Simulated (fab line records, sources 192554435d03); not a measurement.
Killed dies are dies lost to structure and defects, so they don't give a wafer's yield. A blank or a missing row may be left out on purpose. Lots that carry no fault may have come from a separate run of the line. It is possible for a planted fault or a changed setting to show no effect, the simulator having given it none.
Split-lot study    flow n5 finfet    7 lots, 39 wafers read, on a route of 1938 steps

SPLIT DETAILS
At N5_FIN_SAQP_SPACER2_ALD_28 (deposits SiO2, target thk 8.1 nm, pulse time 1 s, purge time 2 s), the setting target thk a was moved away from the recipe's 81 angstrom on 15 of the 39 wafers read, by -57.5% to -15.3%. The other wafers ran this setting at the recipe's value.

FROM THE SPLIT TO THE READING: what the file shows between them, 9 steps
- N5_FIN_SAQP_SPACER2_ETCHBACK_29: etches SiO2 in CHF3/O2, target depth 12.2 nm, time 6.1 s
- N5_FIN_SAQP_MANDREL2_REMOVE_60: chemistry HBr/Cl2/O2, target a-Si, stops on SiNx, bt time 10 s
- N5_FIN_SAQP_CD_MEAS_31: target cd 8 nm
- N5_FIN_SAQP_HM_OPEN_33: chemistry CH3F/O2, target SiNx, target depth 49.4 nm, time 70.6 s
- N5_FIN_SAQP_ETCH_34: etches SiO2 in C4F6/O2, target depth 45 nm, time 15 s
- N5_FIN_SAQP_STRIP_77: strips in N2/H2, time 90 s
- N5_FIN_SAQP_HM_CD_35: target cd 8 nm
- N5_FIN_SAQP_ETCH_64: etches SiO2 in CF4, target depth 1.5 nm
- N5_FIN_SAQP_FIN_ETCH_36: etches the open film in HBr/Cl2/O2, target depth 120 nm, time 50.4 s

THE READING
cd nm at N5_FIN_SAQP_CD_MEAS_37, given in nm (cd target 8 nm). Fault-free wafers of this fab line usually give 8.15 nm, standard deviation 0.26 nm.

wafer   tool, chamber at the split  target thk a as run, angstrom  against the recipe  cd nm, nm  against lot-mates on the recipe
L077.1  ald sin-02, 3,1,0           81                             recipe              7.66       -
L077.2  ald sin-02, 1,0,3           34.43                          -57.5%              4.03       -4.08
L077.3  ald sin-02, 1,0,3           34.43                          -57.5%              3.55       -4.56
L077.4  ald sin-02, 1,0,3           34.43                          -57.5%              3.87       -4.24
L077.5  ald sin-02, 3,1,0           81                             recipe              8.29       -
L077.6  ald sin-02, 3,1,0           81                             recipe              8.38       -
L078.1  ald sin-03, 0               67.01                          -17.3%              6.69       -1.57
L078.2  ald sin-03, 3               67.01                          -17.3%              6.49       -1.77
L078.3  ald sin-03, 1,2             81                             recipe              8.46       -
L078.4  ald sin-03, 1,2             81                             recipe              8.03       -
L078.5  ald sin-03, 0               81                             recipe              8.29       -
L078.6  ald sin-03, 3               67.01                          -17.3%              6.84       -1.42
L079.1  ald sin-04, 2,3,2           55.75                          -31.2%              5.58       -2.49
L079.2  ald sin-04, 0,3             81                             recipe              8.05       -
L079.3  ald sin-04, 1               81                             recipe              8.10       -
L079.4  ald sin-04, 0,3             81                             recipe              8.07       -
L079.5  ald sin-04, 2,3,2           55.75                          -31.2%              5.57       -2.50
L079.6  ald sin-04, 2,3,2           55.75                          -31.2%              5.67       -2.40
L080.1  ald sin-03, 1               81                             recipe              8.15       -
L080.2  ald sin-03, 0,2             81                             recipe              7.88       -
L080.3  ald sin-03, 0,2             81                             recipe              7.73       -
L080.4  ald sin-03, 3               37.54                          -53.7%              4.04       -3.88
L080.5  ald sin-03, 1,0             37.54                          -53.7%              3.74       -4.18
L080.6  ald sin-03, 1,0             37.54                          -53.7%              3.88       -4.04
L082.1  ald sin-04, 3,2,0,2,1       81                             recipe              8.10       -
L082.2  ald sin-04, 3,2,0,2,1       81                             recipe              7.69       -
L082.3  ald sin-04, 1               81                             recipe              8.17       -
L082.4  ald sin-04, 3,2,0,2,1       81                             recipe              7.82       -
L082.5  ald sin-04, 3,2,0,2,1       81                             recipe              8.46       -
L082.6  ald sin-04, 3,2,0,2,1       81                             recipe              8.36       -
L086.1  ald sin-02, 1,2,1           68.62                          -15.3%              6.46       -1.64
L086.2  ald sin-02, 1,2,1           68.62                          -15.3%              6.76       -1.34
L086.3  ald sin-02, 0               81                             recipe              8.24       -
L086.4  ald sin-02, 3               81                             recipe              7.98       -
L086.5  ald sin-02, 1,2,1           68.62                          -15.3%              6.58       -1.52
L086.6  ald sin-02, 0               81                             recipe              8.08       -
L087.2  ald sin-02, 1,3             81                             recipe              8.28       -
L087.3  ald sin-02, 0               81                             recipe              8.06       -
L087.6  ald sin-02, 1,3             81                             recipe              8.11       -
Rows listing several chambers each stand for several wafers; the file does not say which wafer went through which chamber.

THE FIT
A straight line over all 39 wafers: cd nm changes by +0.077 nm for each +1% of target thk a; r = +0.99; the points scatter about the line by 0.22 nm.
The same after taking each lot's own level away (the mean of its wafers on the recipe; 39 wafers): +0.0757 nm for each +1%; r = +0.99; scatter 0.22 nm.
The reading moves by 4.4 nm for the largest change in target thk a, on that fit.
Measured against the standard deviation above, the lots' own levels, which go from 7.920 to 8.260 nm, span 1.3 times it.
The two slopes agree, so the slope changes little with the lot-to-lot level.
Check: for one of the wafers moved furthest among these (-57.5%), held out of the fit, the line's prediction against its lot-mates is -4.46 nm. It came out at -4.08 nm against them.

ADDITIONAL SPLITS CARRIED BY THESE WAFERS
Note: prior to the reading, these wafers also went through further splits. Each is held against what the fit with the lots' levels taken away leaves over:
other split on the same wafers  wafers away from the commonest value  r with cd nm (lot level and that fit taken away)
N5_ZERO_LAYER_PECVD_02 time s   18                                    -0.23

THE WHOLE CHAIN: every reading that the file lists as answering this split, in the file's order
step                            what it does                                                          reading                                                                                  change (the file's fit)                 r (the file's)
N5_FIN_SAQP_SPACER2_ALD_28      deposits SiO2, target thk 8.1 nm, pulse time 1 s, purge time 2 s      SiO2_of_FIN_SAQP_SPACER2_ALD_28.thk nm (the simulator's own value, which no gauge read)  +0.0804 nm for each +1% of the setting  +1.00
N5_FIN_SAQP_MANDREL2_REMOVE_60  chemistry HBr/Cl2/O2, target a-Si, stops on SiNx, bt time 10 s        FIN_SAQP.cd nm (the simulator's own value, which no gauge read)                          +0.08 nm for each +1% of the setting    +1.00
N5_FIN_SAQP_CD_MEAS_31          target cd 8 nm                                                        cd nm                                                                                    +0.0785 nm for each +1% of the setting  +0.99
N5_FIN_SAQP_HM_CD_35            target cd 8 nm                                                        cd nm                                                                                    +0.0826 nm for each +1% of the setting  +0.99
N5_FIN_SAQP_ETCH_64             etches SiO2 in CF4, target depth 1.5 nm                               FIN_SAQP.cd nm (the simulator's own value, which no gauge read)                          +0.0808 nm for each +1% of the setting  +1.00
N5_FIN_SAQP_FIN_ETCH_36         etches the open film in HBr/Cl2/O2, target depth 120 nm, time 50.4 s  FIN_SAQP.cd nm (the simulator's own value, which no gauge read)                          +0.0788 nm for each +1% of the setting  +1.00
N5_FIN_SAQP_CD_MEAS_37          target cd 8 nm                                                        cd nm                                                                                    +0.0768 nm for each +1% of the setting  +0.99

FILE'S OWN FIT
cd nm changes by +0.0768 nm for each +1% of target thk a, r = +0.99.
